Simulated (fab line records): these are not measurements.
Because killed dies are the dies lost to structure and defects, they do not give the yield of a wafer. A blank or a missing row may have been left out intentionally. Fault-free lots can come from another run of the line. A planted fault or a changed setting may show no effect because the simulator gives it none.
fab line records | flow nand_harc
record lots=6 | wafers=18 | last_day=33
route steps=1302 shown A_SLIT@942 A_SIN_REMOVE@947 A_WL_FILL@952 END@1302
lots that met no fault: taken from a fault-free run of the same line
start_h: the number of hours between the record's first day and the start of the first shown wafer of the lot | wait_h: hours elapsed since this lot's preceding step | " same as the row above | L1.1+2: one row covering several wafers at once | - either no value or no given start | * or withheld: withheld | < > ~ a bound
route shown NAME@n: NAME is a module with steps in the file, n the number in the route of the first one | usual: mean/standard deviation of fault-free wafers | same: alike in all rows | chamber/n: place in a boat | sites: readings site by site | _std_site: the values' standard deviation | _edge_site: inner sites' mean taken away from outer sites' mean | radius_mm: for every site, how far away it sits from the centre of the wafer | mask NAME#n: copy n | behind: the last tool/chamber to shape the wafer | hold: what put the lot on hold/how long, in hours/how the hold closed | device: the transistor (n, p or np) that didn't switch | end of line: tests run on the same wafers once the route is complete | step lacking rows: just its recipe | killed: count of dies lost to structure and defects at first sort (not the wafer's yield) | map: the dies of a wafer, with x for killed, . for not killed, _ for no die there
set.NAME: the setting the step ran with; set.NAME@STEP: the setting that earlier step ran with | model.NAME: the simulator's own value behind a step, which no gauge read
a table for each step, a row for each wafer; lots at some steps of the route
services: the hour from which a tool's chamber was out of use, counted from the record's first day as start_h (under 0 if before that day), plus the number of hours and why
## steps
# step NHARC_A_SLIT_ETCH_29
# recipe target_depth_a=1000 | overetch_a=100 | time_s=55 | ion_energy_ev=100 | cf4_flow_sccm=80 | o2_flow_sccm=20 | ar_flow_sccm=0 | rf_w=300 | bias_w=100 | chemistry=CF4/O2
# usual cf4_flow_sccm=80.01/0.24 | drypump_motor_current_A=5.5/0.41 | oes_product_au=1.002/0.0099 | rf_vpp_V=197.3/1.3 | showerhead_plenum_p_Torr=1.32/0.052 | throttle_valve_pct=13.396/0.0093
# same time_s=55
lot.wafer | tool        | chamber | start_h | wait_h | cf4_flow_sccm | drypump_motor_current_A | oes_product_au | rf_hours_counter_h | rf_vpp_V | showerhead_plenum_p_Torr | throttle_valve_pct
L824.3    | rie_diel-12 | 2       | 466.21  | 0.1    | 80.04         | 5.1                     | 1.028          | 1.3                | 196.7    | 1.34                     | 13.391
L824.2    | "           | 3       | "       | "      | 79.93         | 6.0                     | 1.007          | 1.2                | 198.4    | 1.37                     | 13.395
L824.6    | "           | 2       | "       | "      | 79.99         | 5.1                     | 1.017          | -                  | 198.8    | 1.34                     | 13.390
L831.4    | rie_diel-08 | 1       | 539.65  | 0.1    | 79.98         | 4.9                     | 0.997          | 8.5                | 195.7    | 1.27                     | 13.398
L831.2    | "           | 0       | "       | "      | 80.05         | 5.9                     | 0.986          | 9.3                | 194.7    | 1.26                     | 13.394
L831.6    | "           | 2       | "       | "      | 79.81         | 5.4                     | 0.999          | -                  | 197.3    | 1.24                     | 13.395
L832.4    | rie_diel-12 | 0       | 555.64  | 0.1    | 79.88         | 5.7                     | 1.013          | 4.1                | 197.3    | 1.29                     | 13.404
L832.3    | "           | 3       | "       | "      | 79.93         | 6.1                     | 1.004          | 4.2                | 199.3    | 1.37                     | 13.407
L832.5    | "           | 1       | "       | "      | 79.72         | 5.2                     | 1.001          | -                  | 195.8    | 1.27                     | 13.372
L840.4    | rie_diel-12 | 3       | 638.19  | 0.1    | 79.58         | 6.0                     | 1.009          | 0.4                | 197.7    | 1.37                     | 13.390
L840.3    | "           | 0       | "       | "      | 80.17         | 5.7                     | 0.993          | 0.5                | 196.1    | 1.29                     | 13.399
L840.1    | "           | 1       | "       | "      | 79.84         | 5.2                     | 0.982          | 0.7                | 196.6    | 1.27                     | 13.389
L844.1    | rie_diel-12 | 3       | 679.61  | 0.1    | 80.08         | 6.0                     | 1.018          | 2.1                | 197.6    | 1.37                     | 13.395
L844.4    | "           | 1       | "       | "      | 80.03         | 5.2                     | 0.981          | 2.5                | 196.8    | 1.27                     | 13.405
L844.2    | "           | 2       | "       | "      | 80.05         | 5.1                     | 1.017          | 2.4                | 199.2    | 1.33                     | 13.398
L846.1    | rie_diel-12 | 1       | 692.47  | 0.1    | 79.63         | 5.2                     | 0.985          | 2.8                | 196.9    | 1.27                     | 13.375
L846.2    | "           | 0       | "       | "      | 80.12         | 5.7                     | 1.014          | 2.4                | 198.4    | 1.29                     | 13.388
L846.6    | "           | 1       | "       | "      | 79.75         | 5.2                     | 0.991          | -                  | 197.1    | 1.27                     | 13.408
# step NHARC_A_SLIT_STRIP_18
# recipe o2_flow_sccm=500 | ar_flow_sccm=0 | bias_w=0 | chemistry=O2
# usual drypump_motor_current_A=5.5/0.41 | oes_product_au=1.001/0.0099 | rf_vpp_V=57.7/0.93 | showerhead_plenum_p_Torr=3.48/0.13 | throttle_valve_pct=17.037/0.0087
lot.wafer | tool        | chamber | start_h | wait_h | drypump_motor_current_A | oes_product_au | rf_hours_counter_h | rf_vpp_V | showerhead_plenum_p_Torr | throttle_valve_pct
L824.2    | rie_diel-12 | 2       | -       | -      | 5.2                     | 1.014          | 1.3                | 59.2     | 3.53                     | 17.041
L824.3    | "           | 0       | "       | "      | 5.7                     | 1.007          | 0.8                | 59.3     | 3.42                     | 17.031
L824.6    | "           | 2       | "       | "      | 5.2                     | 1.013          | -                  | 57.1     | 3.53                     | 17.037
L831.2    | rie_diel-08 | 3       | -       | -      | 6.1                     | 1.019          | 9.5                | 57.7     | 3.57                     | 17.037
L831.4    | "           | 1       | "       | "      | 4.9                     | 0.996          | 8.5                | 56.0     | 3.37                     | 17.036
L831.6    | "           | 3       | "       | "      | 6.0                     | 1.003          | -                  | 58.9     | 3.57                     | 17.031
L832.3    | rie_diel-12 | 3       | -       | -      | 6.0                     | 0.996          | 4.2                | 57.1     | 3.63                     | 17.039
L832.4    | "           | 0       | "       | "      | 5.7                     | 0.991          | 4.1                | 57.9     | 3.42                     | 17.035
L832.5    | "           | 0       | "       | "      | 5.7                     | 1.001          | -                  | 58.7     | 3.42                     | 17.043
L840.1    | rie_diel-12 | 0       | -       | -      | 5.8                     | 0.995          | 0.5                | 58.0     | 3.41                     | 17.032
L840.4    | "           | 1       | "       | "      | 5.3                     | 0.989          | 0.7                | 56.3     | 3.37                     | 17.035
L840.3    | "           | 2       | "       | "      | 5.2                     | 0.991          | 0.6                | 58.2     | 3.53                     | 17.022
L844.4    | rie_diel-12 | 2       | -       | -      | 5.2                     | 1.009          | 2.5                | 57.9     | 3.53                     | 17.036
L844.1    | "           | 3       | "       | "      | 6.1                     | 1.008          | 2.1                | 58.6     | 3.62                     | 17.025
L844.2    | "           | 0       | "       | "      | 5.7                     | 0.999          | 2.1                | 57.6     | 3.41                     | 17.028
L846.2    | rie_diel-12 | 3       | -       | -      | 6.0                     | 1.024          | 2.3                | 57.9     | 3.62                     | 17.026
L846.1    | "           | 0       | "       | "      | 5.7                     | 1.002          | 2.4                | 58.4     | 3.41                     | 17.035
L846.6    | "           | 2       | "       | "      | 5.2                     | 1.010          | -                  | 59.2     | 3.53                     | 17.036
# step NHARC_A_SLIT_PRECLEAN_19
# recipe time_s=* | temp_c=50 | bath_age_min=0 | chemistry=SC1
# step NHARC_A_SLIT_SRD_20
# step NHARC_A_SLIT_CD_MEAS_21
# usual cd_nm=289.6/0.97
lot.wafer | tool      | chamber | start_h | wait_h | cd_nm
L824.2    | cd_sem-02 | -       | 466.82  | -      | 289.0
L824.3    | "         | -       | "       | "      | 290.4
L824.6    | "         | -       | "       | "      | 288.9
L831.2    | cd_sem-02 | -       | 540.19  | -      | 289.7
L831.4    | "         | -       | "       | "      | 290.1
L831.6    | "         | -       | "       | "      | 289.7
L832.3    | cd_sem-02 | -       | 556.18  | -      | 290.3
L832.4    | "         | -       | "       | "      | 289.5
L832.5    | "         | -       | "       | "      | 290.2
L840.1    | cd_sem-02 | -       | 638.72  | -      | 288.5
L840.3    | "         | -       | "       | "      | 288.2
L840.4    | "         | -       | "       | "      | 289.5
L844.1    | cd_sem-01 | -       | 680.18  | 0.1    | 289.8
L844.2    | "         | -       | "       | "      | 289.9
L844.4    | "         | -       | "       | "      | 290.5
L846.1    | cd_sem-02 | -       | 693.00  | -      | 289.1
L846.2    | "         | -       | "       | "      | 289.1
L846.6    | "         | -       | "       | "      | 289.6
# step NHARC_A_SIN_REMOVE_WET_00
# recipe temp_c=160 | time_s=15300 | chemistry=H3PO4
# step NHARC_A_SIN_REMOVE_PRECLEAN_01
# recipe time_s=* | temp_c=50 | bath_age_min=0 | chemistry=SC1
# step NHARC_A_SIN_REMOVE_SRD_02
# step NHARC_A_SIN_REMOVE_INSPECT_04
# usual raw_defect_count=422/110
lot.wafer | tool              | chamber | start_h | wait_h | raw_defect_count
L824.2    | defect_inspect-02 | -       | 473.49  | 0.0    | 552
L824.3    | "                 | -       | "       | "      | 422
L824.6    | "                 | -       | "       | "      | 444
L831.2    | defect_inspect-01 | -       | 546.78  | 0.0    | 426
L831.4    | "                 | -       | "       | "      | 540
L831.6    | "                 | -       | "       | "      | 536
L832.3    | defect_inspect-02 | -       | 562.90  | 0.0    | 491
L832.4    | "                 | -       | "       | "      | 439
L832.5    | "                 | -       | "       | "      | 441
L840.1    | defect_inspect-02 | -       | 645.36  | 0.0    | 400
L840.3    | "                 | -       | "       | "      | 593
L840.4    | "                 | -       | "       | "      | 445
L844.1    | defect_inspect-01 | -       | 685.39  | 0.0    | 378
L844.2    | "                 | -       | "       | "      | 372
L844.4    | "                 | -       | "       | "      | 431
L846.1    | defect_inspect-01 | -       | 699.63  | 0.0    | 257
L846.2    | "                 | -       | "       | "      | 313
L846.6    | "                 | -       | "       | "      | 252
# step NHARC_A_WL_FILL_ALD_00
# recipe target_thk_a=30 | pulse_time_s=3 | ald_cycles=30 | temp_c=300 | material=Al2O3
# usual ald_cycles=30/0 | heater_power_w=472/48 | precursor_pulse_height_rel=1.001/0.019
lot.wafer | tool      | chamber | start_h | wait_h | ald_cycles | heater_power_w | precursor_pulse_height_rel
L824.3    | ald_hk-02 | 2       | 473.55  | 0.1    | 30         | 431            | 1.020
L824.2    | "         | 0       | "       | "      | 30         | 466            | 0.990
L824.6    | "         | 2       | "       | "      | 30         | 440            | 1.016
L831.4    | ald_hk-04 | 3       | 546.90  | 0.1    | 30         | 468            | 0.949
L831.2    | "         | 0       | "       | "      | 30         | 558            | 1.008
L831.6    | "         | 2       | "       | "      | 30         | 467            | 1.015
L832.3    | ald_hk-02 | 2       | 562.96  | 0.1    | 30         | 420            | 1.023
L832.4    | "         | 1       | "       | "      | 30         | 464            | 1.025
L832.5    | "         | 2       | "       | "      | 30         | 428            | 0.965
L840.1    | ald_hk-04 | 0       | 645.46  | 0.1    | 30         | 595            | 0.979
L840.3    | "         | 1       | "       | "      | 30         | 545            | 1.002
L840.4    | "         | 2       | "       | "      | 30         | 463            | 0.972
L844.1    | ald_hk-03 | 0       | 685.65  | 0.3    | 30         | 468            | 1.003
L844.4    | "         | 1       | "       | "      | 30         | 441            | 1.003
L844.2    | "         | 2       | "       | "      | 30         | 385            | 1.000
L846.1    | ald_hk-02 | 3       | 699.72  | 0.1    | 30         | 426            | 0.989
L846.2    | "         | 1       | "       | "      | 30         | 454            | 1.001
L846.6    | "         | 2       | "       | "      | 30         | 431            | 0.987
# step NHARC_A_WL_FILL_RTA_01
# recipe temp_c=1000 | time_s=5
# usual lamp_power_pct=26.39/0.19 | lamp_zone_7_pct=26.82/0.19 | wafer_temp_C_max=1004.6/0.89
# same time_s=5
lot.wafer | tool          | chamber | start_h | wait_h | lamp_power_pct | lamp_zone_7_pct | wafer_temp_C_max
L824.2    | rtp_anneal-02 | 0       | 473.84  | -      | 26.23          | 26.63           | 1005.2
L824.3    | "             | 0       | "       | "      | 26.23          | 26.70           | 1006.2
L824.6    | "             | 0       | "       | "      | 26.24          | 26.67           | 1005.1
L831.2    | rtp_anneal-02 | 0       | 547.14  | -      | 26.21          | 26.65           | 1003.3
L831.4    | "             | 0       | "       | "      | 26.23          | 26.66           | 1005.1
L831.6    | "             | 0       | "       | "      | 26.26          | 26.69           | 1003.6
L832.3    | rtp_anneal-01 | 0       | 563.29  | -      | 26.63          | 27.02           | 1004.5
L832.4    | "             | 0       | "       | "      | 26.60          | 27.02           | 1003.3
L832.5    | "             | 0       | "       | "      | 26.66          | 27.04           | 1005.9
L840.1    | rtp_anneal-01 | 0       | 645.70  | -      | 26.57          | 26.98           | 1005.0
L840.3    | "             | 0       | "       | "      | 26.59          | 27.05           | 1005.3
L840.4    | "             | 0       | "       | "      | 26.58          | 27.01           | 1005.6
L844.1    | rtp_anneal-02 | 0       | 685.88  | -      | 26.18          | 26.62           | 1004.8
L844.2    | "             | 0       | "       | "      | 26.21          | 26.64           | 1006.4
L844.4    | "             | 0       | "       | "      | 26.21          | 26.64           | 1006.0
L846.1    | rtp_anneal-01 | 0       | 699.95  | -      | 26.54          | 26.98           | 1004.2
L846.2    | "             | 0       | "       | "      | 26.54          | 27.05           | 1005.4
L846.6    | "             | 0       | "       | "      | 26.56          | 27.02           | 1004.9
# step NHARC_A_WL_FILL_ALD_02
# recipe target_thk_a=20 | pulse_time_s=3 | ald_cycles=100 | temp_c=450 | material=TiN
# usual ald_cycles=100/0 | heater_power_w=1092/110 | precursor_pulse_height_rel=0.997/0.019
lot.wafer | tool         | chamber | start_h | wait_h | ald_cycles | heater_power_w | precursor_pulse_height_rel
L824.3    | ald_metal-03 | 3       | 474.03  | 0.1    | 100        | 1101           | 1.002
L824.2    | "            | 0       | "       | "      | 100        | 1310           | 0.985
L824.6    | "            | 0       | "       | "      | 100        | 1313           | 1.009
L831.4    | ald_metal-03 | 2       | 547.37  | 0.1    | 83         | 1015           | 1.030
L831.2    | "            | 3       | "       | "      | 83         | 1106           | 0.997
L831.6    | "            | 2       | "       | "      | 83         | 991            | 0.988
L832.4    | ald_metal-03 | 0       | 563.45  | 0.1    | 83         | 1297           | 0.994
L832.3    | "            | 2       | "       | "      | 83         | 994            | 1.006
L832.5    | "            | 1       | "       | "      | 83         | 1103           | 0.974
L840.1    | ald_metal-03 | 2       | 645.91  | 0.2    | 100        | 997            | 0.986
L840.3    | "            | 3       | "       | "      | 100        | 1122           | 0.972
L840.4    | "            | 0       | "       | "      | 100        | 1258           | 1.013
L844.1    | ald_metal-03 | 1       | 686.14  | 0.2    | 100        | 1140           | 1.014
L844.2    | "            | 2       | "       | "      | 100        | 996            | 1.005
L844.4    | "            | 3       | "       | "      | 100        | 1092           | 0.994
L846.1    | ald_metal-01 | 0       | 700.20  | 0.2    | 100        | 1231           | 1.000
L846.2    | "            | 1       | "       | "      | 100        | 1242           | 0.993
L846.6    | "            | 0       | "       | "      | 100        | 1230           | 1.008
# step NHARC_END_SORT_01
# recipe temp_c=25
# usual killed_at_array=54/21 | killed_at_other=0.9/1.1 | killed_at_periphery=3.5/2.5 | killed_dies=58/21 | killed_open=3.3/1.9 | killed_short=2.6/1.8
# same gross_dies=677
lot.wafer | tool      | chamber | start_h | wait_h | killed_at_array | killed_at_other | killed_at_periphery | killed_dies | killed_open | killed_short
L824.2    | prober-02 | 0       | 569.15  | 2.8    | 43              | 0               | 2                   | 45          | 2           | 0
L824.3    | prober-02 | 0       | 569.95  | 3.1    | 51              | 1               | 3                   | 55          | 7           | 0
L824.6    | prober-02 | 0       | 572.36  | 4.0    | 37              | 1               | 9                   | 47          | 5           | 2
L832.3    | prober-02 | 0       | 661.53  | 3.1    | 64              | 0               | 2                   | 66          | 6           | 0
L832.4    | prober-02 | 0       | 662.32  | 3.4    | 63              | 0               | 3                   | 66          | 2           | 4
L832.5    | prober-02 | 0       | 663.12  | 3.7    | 64              | 0               | 2                   | 66          | 3           | 0
L840.1    | prober-01 | 0       | 742.94  | 2.5    | 68              | 1               | 3                   | 72          | 2           | 4
L840.3    | prober-01 | 0       | 744.53  | 3.1    | 90              | 1               | 7                   | 98          | 3           | 1
L840.4    | prober-01 | 0       | 745.32  | 3.4    | 97              | 2               | 5                   | 104         | 3           | 5
L844.1    | prober-01 | 0       | 786.05  | 2.5    | 63              | 1               | 1                   | 65          | 5           | 2
L844.2    | prober-01 | 0       | 786.84  | 2.8    | 61              | 0               | 1                   | 62          | 2           | 4
L844.4    | prober-01 | 0       | 788.43  | 3.4    | 40              | 0               | 4                   | 44          | 2           | 4
# killed by level:class
L824.2 A_CHANNEL_HOLE_D2:chamber_film_flake=32 A_CONTACT:chamber_film_flake=3 A_CHANNEL_HOLE_D1:chamber_film_flake=2 A_CHANNEL_FILL_D1:chamber_film_flake=2 A_WL_FILL:chamber_film_flake=2 P_M0:geometric_particle:open=1 A_ONON_D2:geometric_particle:open=1 P_CONTACT:chamber_film_flake=1
L824.3 A_CHANNEL_HOLE_D2:chamber_film_flake=30 A_CONTACT:chamber_film_flake=7 A_CHANNEL_FILL_D1:chamber_film_flake=5 A_SLIT:chamber_film_flake=3 A_ONON_D2:geometric_particle:open=2 P_M2:geometric_particle:open=1 A_CHANNEL_FILL_D1:geometric_particle:open=1 A_DECK1_JOINT:geometric_particle:open=1
L824.6 A_CHANNEL_HOLE_D2:chamber_film_flake=26 P_CONTACT:chamber_film_flake=4 A_CONTACT:chamber_film_flake=3 P_M0:geometric_particle:open=2 P_GATE:chamber_film_flake=2 A_CHANNEL_HOLE_D1:chamber_film_flake=2 A_CHANNEL_FILL_D1:chamber_film_flake=2 P_STI:geometric_particle:open=1
L832.3 A_CHANNEL_HOLE_D1:chamber_film_flake=35 A_CHANNEL_HOLE_D2:chamber_film_flake=15 A_CONTACT:chamber_film_flake=4 A_DECK1_JOINT:geometric_particle:open=2 A_STAIRCASE:chamber_film_flake=2 A_CHANNEL_HOLE_D1:geometric_particle:open=1 A_ONON_D2:geometric_particle:open=1 A_CHANNEL_FILL_D2:geometric_particle:open=1
L832.4 A_CHANNEL_HOLE_D1:chamber_film_flake=35 A_CHANNEL_HOLE_D2:chamber_film_flake=17 A_STAIRCASE:chamber_film_flake=3 A_BLC:geometric_particle:open=2 A_CONTACT:chamber_film_flake=2 A_BLC:chamber_film_flake=2 P_M0:geometric_particle:short=1 P_M2:geometric_particle:short=1
L832.5 A_CHANNEL_HOLE_D1:chamber_film_flake=31 A_CHANNEL_HOLE_D2:chamber_film_flake=20 A_WL_FILL:chamber_film_flake=4 A_BLC:chamber_film_flake=2 A_DECK1_JOINT:geometric_particle:open=1 A_SLIT:geometric_particle:open=1 A_BONDPAD:geometric_particle:open=1 P_ZERO_WELL:chamber_film_flake=1
L840.1 A_CHANNEL_HOLE_D1:chamber_film_flake=31 A_SLIT:chamber_film_flake=19 A_CHANNEL_HOLE_D2:chamber_film_flake=7 A_STAIRCASE:chamber_film_flake=3 P_M0:geometric_particle:short=2 A_CONTACT:chamber_film_flake=2 A_ONON_D1:geometric_particle:short=1 A_ONON_D2:geometric_particle:short=1
L840.3 A_CHANNEL_HOLE_D1:chamber_film_flake=34 A_SLIT:chamber_film_flake=24 A_CHANNEL_HOLE_D2:chamber_film_flake=22 P_GATE:chamber_film_flake=3 P_BONDPAD:chamber_film_flake=3 A_STAIRCASE:chamber_film_flake=3 A_CONTACT:chamber_film_flake=2 P_M0:geometric_particle:open=1
L840.4 A_SLIT:chamber_film_flake=30 A_CHANNEL_HOLE_D1:chamber_film_flake=28 A_CHANNEL_HOLE_D2:chamber_film_flake=18 A_CONTACT:chamber_film_flake=6 P_BONDPAD:chamber_film_flake=3 A_STAIRCASE:chamber_film_flake=3 A_DECK1_JOINT:geometric_particle:short=2 P_STI:chamber_film_flake=2
L844.1 A_CHANNEL_HOLE_D2:chamber_film_flake=25 A_SLIT:chamber_film_flake=17 A_CONTACT:chamber_film_flake=7 A_CHANNEL_HOLE_D1:chamber_film_flake=3 A_CHANNEL_FILL_D2:geometric_particle:open=2 A_WL_FILL:geometric_particle:open=2 A_CHANNEL_FILL_D2:chamber_film_flake=2 A_ONON_D2:geometric_particle:short=1
L844.2 A_CHANNEL_HOLE_D1:chamber_film_flake=17 A_SLIT:chamber_film_flake=14 A_CHANNEL_HOLE_D2:chamber_film_flake=12 A_CONTACT:chamber_film_flake=6 A_WL_FILL:geometric_particle:short=2 A_DECK1_JOINT:chamber_film_flake=2 A_STAIRCASE:chamber_film_flake=2 A_BLC:chamber_film_flake=2
L844.4 A_CHANNEL_HOLE_D2:chamber_film_flake=16 A_SLIT:chamber_film_flake=8 A_CONTACT:chamber_film_flake=6 A_CHANNEL_HOLE_D1:chamber_film_flake=4 P_STI:chamber_film_flake=2 P_CONTACT:geometric_particle:open=1 A_ONON_D1:geometric_particle:short=1 A_DECK1_JOINT:geometric_particle:short=1
## services
tool          | chamber | start_h | hours | kind
rie_diel-08   | 1       | 444.04  | 7.5   | repair
rie_diel-12   | -       | 445.40  | 9.0   | pm
ald_metal-01  | 2       | 448.10  | 10.0  | repair
rie_diel-12   | 1       | 459.06  | 7.6   | repair
ald_metal-01  | -       | 485.97  | 0.8   | repair
ald_metal-03  | 2       | 487.67  | 12.9  | repair
ald_hk-04     | -       | 510.78  | 1.2   | repair
rie_diel-12   | 3       | 513.77  | 10.1  | repair
ald_metal-01  | -       | 526.14  | 10.0  | pm
ald_hk-02     | -       | 527.02  | 10.0  | pm
rie_diel-08   | -       | 544.80  | 9.0   | pm
rie_diel-12   | 1       | 564.14  | 1.3   | repair
rie_diel-08   | 1       | 567.26  | 8.4   | repair
ald_metal-03  | -       | 568.00  | 10.0  | pm
rie_diel-12   | 3       | 587.34  | 8.2   | repair
rie_diel-12   | 2       | 593.61  | 5.2   | repair
ald_metal-01  | 0       | 606.65  | 12.1  | repair
rie_diel-08   | 2       | 612.46  | 20.7  | repair
ald_hk-04     | -       | 615.15  | 10.0  | pm
rie_diel-12   | -       | 622.45  | 9.0   | pm
ald_metal-01  | -       | 644.78  | 2.1   | repair
rtp_anneal-01 | -       | 669.81  | 1.2   | repair
ald_metal-03  | -       | 682.75  | 0.4   | repair
ald_hk-04     | -       | 684.51  | 1.6   | repair
## key
first_sign step=NHARC_A_WL_FILL_ALD_02 | reading=ald_cycles | direction=down | sigmas=99+ | usual=100 | struck=83
effect none on later readings
met_at NHARC_A_WL_FILL_ALD_02
struck_wafers L831.2,L831.4,L831.6,L832.3,L832.4,L832.5
tester_left_out L831,L832
onset_between 474.03 547.37
fault kind=process_parameter_drift | tool=ald_metal-03 | chamber=- | onset_h=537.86 | steps=NHARC_A_WL_FILL_ALD_02 | channel=ald_cycles | offset=-17 | shape=step | end_h=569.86 | acts_in=these_recipes_only | stated=100
# tester_left_out: of these lots the tester's yield and bins aren't shown, on N5 and GAA mostly nor the transistor test; their killed dies are dies lost to structure and defects alone, not to doping, threshold or leakage, so they don't give the yield
